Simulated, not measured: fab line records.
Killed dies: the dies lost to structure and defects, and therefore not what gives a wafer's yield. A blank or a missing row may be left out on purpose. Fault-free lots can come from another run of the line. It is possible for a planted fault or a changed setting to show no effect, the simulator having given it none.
A lot that was struck, set against a sound lot	flow n5-finfet	18 steps out of a route of 1938
Sound: these wafers, L925.1, L925.4, L925.6. Struck: wafer L935.5 (left out: L935.1, a lot-mate that was not struck); the cause follows at the end.
Per side, at each step with rows, come the tool, then ch with its chambers, and then its first start. Under that, the readings that differ: sound wafers	struck wafers	difference of the means	sigmas: that difference in standard deviations of wafers without a fault.
alike: same words and numbers on both sides, and readings whose means sit less than 2 such deviations apart. not compared: any withheld reading, any reading some wafer has no value for, any bound like >300 that may hide the same value, and any number with overlapping values for which the record gives no deviation.
Wherever a step has rows on one side only, a row that says differs or no value, or a row with sigmas, the two part there. When numbers do not overlap yet have no deviation, they are printed without sigmas and do not part them. A reading that every wafer of one side lacks parts them only if that side has two wafers or more.

N5_BEOL_M13_ETCH_68: etches SOC in N2/H2, time 355 s.
  sound on rie-diel-04 ch 0,2, day 11 09:25; struck on rie-diel-05 ch 0, day 13 13:59
reading	sound	struck	difference	sigmas
throttle-valve-pct (%)	17.29 17.58 17.30	17.81	+0.42	+2
  alike: bias-w, drypump-motor-current-A, oes-product-au, rf-vpp-V, showerhead-plenum-p-Torr
  not compared: rf-hours-counter-h
then, 1 step without rows for these wafers: N5_BEOL_M13_STRIP_69 (strips in N2/H2).
N5_BEOL_M13_TRENCH_ETCH_34: etches SiOC in C4F8/O2/Ar, target depth 413.47 nm, time 162.6 s.
  sound on rie-diel-04 ch 0,2, day 11 09:38; struck on rie-diel-05 ch 0, day 13 14:13
  alike: bias-w, drypump-motor-current-A, oes-product-au, rf-vpp-V, showerhead-plenum-p-Torr, throttle-valve-pct
  not compared: rf-hours-counter-h
then, 1 step without rows for these wafers: N5_BEOL_M13_STRIP_70 (strips in C4F8/O2/Ar).
N5_BEOL_M13_OCD_MEAS_35:
  sound on ocd-02, day 11 09:48; struck on ocd-01, day 13 14:23
  alike: trench-depth-nm
N5_BEOL_M13_STRIP_37: strips in N2/H2.
  sound on plasma-asher-02 ch 0, day 11 09:50; struck on plasma-asher-01 ch 1, day 13 14:25
  alike: drypump-motor-current-A, heater-power-w, oes-product-au
  not compared: rf-hours-counter-h
then, 5 steps without rows for these wafers: N5_BEOL_M13_ETCH_38 (etches SiCN in CF4/N2, target depth 67.5 nm, time 71.9 s); N5_BEOL_M13_PRECLEAN_39 (cleans in residue remover, time 60 s); N5_BEOL_M13_SRD_40 (time 30 s, dry time 30 s); N5_BEOL_M13_DEGAS_41 (time 60 s); N5_BEOL_M13_PRE_CLEAN_42 (time 30 s).
N5_BEOL_M13_SPUTTER_43: material TaN, target thk 15 nm, time 24.19 s.
  sound on pvd-sputter-02, day 11 10:45; struck on pvd-sputter-03, day 13 16:17
  alike: cathode-dc-power-W, throttle-valve-pct
N5_BEOL_M13_SPUTTER_44: material Ta, target thk 10 nm, time 16.13 s.
  sound on pvd-sputter-02, day 11 10:50; struck on pvd-sputter-03, day 13 16:22
reading	sound	struck	difference	sigmas
cathode-dc-power-W (W)	14999 14998 14997	14993	-5	-2
model.Ta_of_BEOL_M13_SPUTTER_44.thk-nm (nm)	10 9.8 9.8	7.4	-2.5	
  alike: throttle-valve-pct
N5_BEOL_M13_SPUTTER_45: material Cu, target thk 80 nm, time 13.33 s.
  sound on pvd-sputter-02, day 11 10:55; struck on pvd-sputter-03, day 13 16:26
  alike: cathode-dc-power-W, throttle-valve-pct
then, 2 steps without rows for these wafers: N5_BEOL_M13_ECD_47 (material Cu, target thk 936 nm); N5_BEOL_M13_ANNEAL_48 (time 90 s).
N5_BEOL_M13_CMP_49: polishes, stops on SiOC, t overpolish 17.1 s, target thk 420 nm.
  sound on cmp-04 ch 1,2,3, day 11 11:43; struck on cmp-01 ch 1, day 13 17:01
reading	sound	struck	difference	sigmas
barrier-field-endpoint-s (s)	31.3 29.4 29.7	27.8	-2.3	-3
  alike: motor-current-A, retaining-ring-pressure-frac
N5_BEOL_M13_THK_MEAS_50: measures by xrf.
  sound on film-metro-02, day 11 12:01; struck on film-metro-02, day 13 17:19
  alike: M13_THK

== WHERE THEY PART ==
First at N5_BEOL_M13_ETCH_68; last, within this record, at N5_BEOL_M13_CMP_49. Later steps at which nothing parts them and some readings are alike: N5_BEOL_M13_THK_MEAS_50.

WHY: whatever the simulator had introduced
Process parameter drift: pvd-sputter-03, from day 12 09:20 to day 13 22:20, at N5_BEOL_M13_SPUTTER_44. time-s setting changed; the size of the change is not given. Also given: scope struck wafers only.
